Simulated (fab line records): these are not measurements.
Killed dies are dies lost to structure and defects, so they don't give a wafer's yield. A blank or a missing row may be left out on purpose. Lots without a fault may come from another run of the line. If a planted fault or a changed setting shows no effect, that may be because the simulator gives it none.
Chamber matching ; flow nand harc ; NHARC_THIN_TSV_ETCHBACK_48 on rie diel-01: 4 sister chambers
The step etches the open film in C4F8/Ar, target depth 1028.5 nm, time 405.17 s. 22 wafers are shown with their chamber, then 11 later ones without.

EACH WAFER AND ITS CHAMBER
wafer;chamber;rf vpp V (V);oes product au (a.u.)
L077.1;1;547.9;0.97
L077.2;2;547.5;0.98
L077.6;3;549.5;0.98
L076.1;1;547.2;0.97
L076.3;0;547.6;0.96
L076.5;0;546.0;0.96
L081.3;3;547.3;0.92
L081.4;1;547.3;0.93
L081.5;0;546.5;0.93
L084.3;2;546.0;0.92
L084.4;0;547.2;0.90
L084.6;0;546.1;0.93
L088.4;3;549.3;0.92
L088.5;2;547.7;0.91
L088.6;1;547.4;0.93
L090.2;3;549.8;0.91
L090.4;1;548.0;0.93
L090.5;3;547.8;0.92
L092.3;3;549.3;0.92
L092.5;1;546.4;0.94
L092.6;2;547.2;0.93
L093.1;2;544.5;0.98

SIGNATURES (means of the wafers above)
reading;chamber 0;chamber 1;chamber 2;chamber 3;scatter within a chamber
rf vpp V;546.680;547.367;546.580;548.833;0.942
oes product au;0.9360;0.9450;0.9440;0.9283;0.0261
Rule: for each reading, subtract the chamber's mean from the wafer's reading, divide by that reading's scatter and square the result; add these up over the readings and take the root, which gives the wafer's distance from the chamber. If the next closest chamber is less than 2 further off than the closest, the wafer can't be placed; otherwise it belongs to the closest. The scatter: take each reading less its chamber's mean, square it, sum over the shown wafers, divide by the number of wafers less the number of chambers, and take the root.

WAFERS MISSING THEIR CHAMBER
wafer;rf vpp V (V);oes product au (a.u.)
L093.5;550.7;0.96
L093.6;545.5;0.98
L096.2;547.7;1.01
L096.3;545.8;1.00
L096.5;546.2;1.00
L095.3;547.0;0.96
L095.5;549.1;0.98
L095.6;544.1;0.98
L097.2;550.0;1.00
L097.3;545.7;1.01
L097.5;546.0;1.01

EACH ONE'S CHAMBER
wafer;from the rows above;in truth
L093.5;can't be placed: 3 or 1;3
L093.6;can't be placed: 2 or 0 or 1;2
L096.2;can't be placed: 1 or 2 or 0 or 3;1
L096.3;can't be placed: 2 or 0 or 1 or 3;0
L096.5;can't be placed: 2 or 1 or 0 or 3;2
L095.3;can't be placed: 1 or 2 or 0 or 3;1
L095.5;can't be placed: 3 or 1 or 2 or 0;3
L095.6;can't be placed: 2 or 0 or 1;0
L097.2;can't be placed: 3 or 1 or 2 or 0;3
L097.3;can't be placed: 2 or 0 or 1 or 3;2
L097.5;can't be placed: 2 or 1 or 0 or 3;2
0 of 11 placed correctly. These rows do not allow placing 11 (true chamber among the candidates in 11). 0 placed wrongly.
